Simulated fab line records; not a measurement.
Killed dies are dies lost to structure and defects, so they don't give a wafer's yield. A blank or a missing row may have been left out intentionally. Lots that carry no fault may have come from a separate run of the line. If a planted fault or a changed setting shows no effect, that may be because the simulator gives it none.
fab line records | flow nand_harc
[record] lots = 6 wafers = 16 last_day = 24
route steps=1159 shown A_SOURCE_PLATE@418 A_ONON_D1@424
lots untouched by any fault: they come from a run of this same line in which no faults occurred
start_h: hours from the record's opening day to when the first of the lot's shown wafers began | wait_h: hours since the lot's step before | " same as the row above | L1.1+2: a single row standing in for several wafers | - no value, or no start was given | * or withheld: withheld | < > ~ a bound
route shown NAME@n: a module of which the file shows steps, and the number in the route of the first | usual: mean/standard deviation of fault-free wafers | same: alike in all rows | chamber/n: place in a boat | sites: per-site readings | _std_site: the standard deviation of these | _edge_site: inner sites' mean taken away from outer sites' mean | radius_mm: how far each site lies from the wafer's centre | mask NAME#n: copy n | behind: the most recent tool/chamber to have shaped the wafer | hold: what put the lot on hold/how long, in hours/how the hold closed | device: names the non-switching transistor (n, p or np) | end of line: tests run on the same wafers once the route is complete | for a step that has no rows: nothing shown but its recipe | killed: dies that structure and defects cost at the first sort, which is not the same as the wafer's yield | map: a wafer's dies, marking killed ones x, the rest . and places with no die _
set.NAME: the setting the step ran with; set.NAME@STEP: the setting that earlier step ran with | model.NAME: the simulator's own value behind a step, which no gauge read
lots at some steps of the route; a table a step, a row a wafer
services: when a tool's chamber went out of use (start_h, in hours from the record's first day, below 0 if earlier), for how many hours, and the reason
[[steps]]
[step NHARC_A_SOURCE_PLATE_CVD_03]
[recipe] target_thk_a = 2000 temp_c = 620 pressure_mtorr = 200 time_s = 4000 material = poly-Si
[step NHARC_A_SOURCE_PLATE_ANNEAL_05]
[recipe] temp_c = 850 time_s = 1800
[step NHARC_A_SOURCE_PLATE_THK_MEAS_06]
[recipe] thk_meas_gauge = ellipsometry
[usual] thk_nm = 200.0/1.9
// columns lot.wafer tool chamber start_h wait_h thk_nm
L180.1 film_metro-01 - 176.64 0.4 198.5
L180.2 " - " " 199.2
L180.4 " - " " 198.6
L182.1 film_metro-01 - 176.65 0.4 200.4
L182.2 " - " " 200.1
L182.3 " - " " 199.3
L186.1 film_metro-01 - 206.98 0.4 200.5
L186.2 " - " " 199.4
L186.3 " - " " 197.7
L193.1 film_metro-01 - 244.73 0.4 200.7
L193.3 " - " " 201.3
L194.3 film_metro-02 - 244.73 0.4 202.5
L194.5 " - " " 202.6
L199.1 film_metro-01 - 281.13 0.4 199.9
L199.2 " - " " 202.3
L199.5 " - " " 202.7
[step NHARC_A_SOURCE_PLATE_INSPECT_08]
[usual] raw_defect_count = 60/24
// columns lot.wafer tool chamber start_h wait_h raw_defect_count
L180.1 defect_inspect-02 - 176.71 0.0 47
L180.2 " - " " 56
L180.4 " - " " 66
L182.1 defect_inspect-02 - 176.71 0.0 69
L182.2 " - " " 54
L182.3 " - " " 67
L186.1 defect_inspect-02 - 207.08 0.0 51
L186.2 " - " " 33
L186.3 " - " " 57
L193.1 defect_inspect-01 - 244.79 0.0 31
L193.3 " - " " 65
L194.3 defect_inspect-02 - 244.79 0.0 49
L194.5 " - " " 41
L199.1 defect_inspect-01 - 281.20 0.0 42
L199.2 " - " " 22
L199.5 " - " " 32
[step NHARC_A_ONON_D1_DEP_00]
[recipe] target_thk_a = 10000 n2_flow_sccm = 2750 n2o_flow_sccm = 2000 nh3_flow_sccm = 500 sih4_flow_sccm = 210 temp_c = 400
[step NHARC_A_ONON_D1_THK_MEAS_02]
[recipe] thk_meas_gauge = ellipsometry
[usual] thk_nm = 1001/9.7
// columns lot.wafer tool chamber start_h wait_h thk_nm
L180.1 film_metro-02 - 177.28 - 1005
L180.2 " - " " 1005
L180.4 " - " " 1005
L182.1 film_metro-02 - 177.63 - 1002
L182.2 " - " " 1003
L182.3 " - " " 1002
L186.1 film_metro-01 - 207.66 - 1003
L186.2 " - " " 1002
L186.3 " - " " 1001
L194.3 film_metro-01 - 245.36 - 995
L194.5 " - " " 996
L193.1 film_metro-02 - 245.37 - 1005
L193.3 " - " " 1005
L199.1 film_metro-01 - 281.77 - 997
L199.2 " - " " 1000
L199.5 " - " " 999
[step NHARC_A_ONON_D1_DEP_03]
[recipe] target_thk_a = 10000 n2_flow_sccm = 2750 n2o_flow_sccm = 2000 nh3_flow_sccm = 500 sih4_flow_sccm = 210 temp_c = 400
[step NHARC_A_ONON_D1_THK_MEAS_05]
[recipe] thk_meas_gauge = ellipsometry
[usual] thk_nm = 1004/6.4
// columns lot.wafer tool chamber start_h wait_h thk_nm
L180.1 film_metro-02 - 177.84 - 1005
L180.2 " - " " 1008
L180.4 " - " " 1006
L182.1 film_metro-02 - 178.19 - 1015
L182.2 " - " " 1013
L182.3 " - " " 1015
L186.1 film_metro-01 - 208.23 - 998
L186.2 " - " " 998
L186.3 " - " " 999
L194.3 film_metro-02 - 245.94 - 1000
L194.5 " - " " 1001
L193.1 film_metro-02 - 245.96 - 1002
L193.3 " - " " 1003
L199.1 film_metro-01 - 282.34 - 1002
L199.2 " - " " 1002
L199.5 " - " " 1001
[step NHARC_A_ONON_D1_DEP_06]
[recipe] target_thk_a = 10000 n2_flow_sccm = 2750 n2o_flow_sccm = 2000 nh3_flow_sccm = 500 sih4_flow_sccm = 210 temp_c = 400
[step NHARC_A_ONON_D1_THK_MEAS_08]
[recipe] thk_meas_gauge = ellipsometry
[usual] thk_nm = 1003/9.9
// columns lot.wafer tool chamber start_h wait_h thk_nm
L180.1 film_metro-02 - 178.44 - 1004
L180.2 " - " " 1006
L180.4 " - " " 1006
L182.1 film_metro-02 - 178.76 - 1014
L182.2 " - " " 1014
L182.3 " - " " 1013
L186.1 film_metro-02 - 208.79 - 1014
L186.2 " - " " 1015
L186.3 " - " " 1015
L194.3 film_metro-02 - 246.51 - 991
L194.5 " - " " 991
L193.1 film_metro-02 - 246.54 - 999
L193.3 " - " " 999
L199.1 film_metro-02 - 282.91 - 1007
L199.2 " - " " 1007
L199.5 " - " " 1006
[step NHARC_A_ONON_D1_DEP_09]
[recipe] target_thk_a = 10000 n2_flow_sccm = 2750 n2o_flow_sccm = 2000 nh3_flow_sccm = 500 sih4_flow_sccm = 210 temp_c = 400
[usual] n2_flow_sccm = 2750/9.6
// columns lot.wafer tool chamber start_h wait_h n2_flow_sccm
L180.1 pecvd_onon-02 0 178.50 0.1 2758
L180.2 " 0 " " 2747
L180.4 " 0 " " 2735
L182.1 pecvd_onon-04 0 178.81 0.1 2748
L182.2 " 0 " " 2751
L182.3 " 0 " " 2762
L186.1 pecvd_onon-03 0 208.84 0.1 2749
L186.2 " 0 " " 2757
L186.3 " 0 " " 2750
L194.3 pecvd_onon-03 0 247.02 0.5 2740
L194.5 " 0 " " 2735
L193.1 pecvd_onon-03 0 247.25 0.7 2759
L193.3 " 0 " " 2751
L199.1 pecvd_onon-02 0 282.96 0.1 2758
L199.2 " 0 " " 2751
L199.5 " 0 " " 2750
[step NHARC_A_ONON_D1_THK_MEAS_11]
[recipe] thk_meas_gauge = ellipsometry
[usual] thk_nm = 1001/8.8
// columns lot.wafer tool chamber start_h wait_h thk_nm
L180.1 film_metro-01 - 179.01 - 1003
L180.2 " - " " 1003
L180.4 " - " " 1004
L182.1 film_metro-02 - 179.32 - 997
L182.2 " - " " 997
L182.3 " - " " 998
L186.1 film_metro-01 - 209.36 - 993
L186.2 " - " " 993
L186.3 " - " " 993
L194.3 film_metro-02 - 247.41 - 897
L194.5 " - " " 993
L193.1 film_metro-02 - 247.76 - 903
L193.3 " - " " 905
L199.1 film_metro-01 - 283.48 - 1011
L199.2 " - " " 1011
L199.5 " - " " 1010
[step NHARC_A_ONON_D1_DEP_12]
[recipe] target_thk_a = 10000 n2_flow_sccm = 2750 n2o_flow_sccm = 2000 nh3_flow_sccm = 500 sih4_flow_sccm = 210 temp_c = 400
[[services]]
// columns tool chamber start_h hours kind
pecvd_onon-04 - 237.34 13.0 pm
[[key]]
[first_sign] step = NHARC_A_ONON_D1_THK_MEAS_11 reading = thk_nm direction = down sigmas = 11 usual = 1001 struck = 902
effect none on later readings
met_at NHARC_A_ONON_D1_DEP_09
struck_wafers L193.1,L193.3,L194.3
later_rows_left_out L193.1,L193.3,L194.3
sort_left_out L193.1,L193.3,L194.3
tester_left_out L193,L194
onset_between 208.84 247.02
[fault] kind = process_parameter_drift tool = pecvd_onon-03 chamber = - onset_h = 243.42 steps = NHARC_A_ONON_D1_DEP_09 channel = target_thk_a offset = * shape = step end_h = 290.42 scope = struck_wafers_only acts_in = * stated = *
// tester_left_out: of these lots the tester's yield and bins aren't shown, on N5 and GAA mostly nor the transistor test; their killed dies are dies lost to structure and defects alone, not to doping, threshold or leakage, so they don't give the yield
// sort_left_out: the simulated sort isn't trusted on such a fault, so these wafers' sort isn't shown, and their yield isn't known
// later_rows_left_out: the simulator's readings of these wafers behind a module that went badly wrong aren't trusted and aren't shown, but for the sort
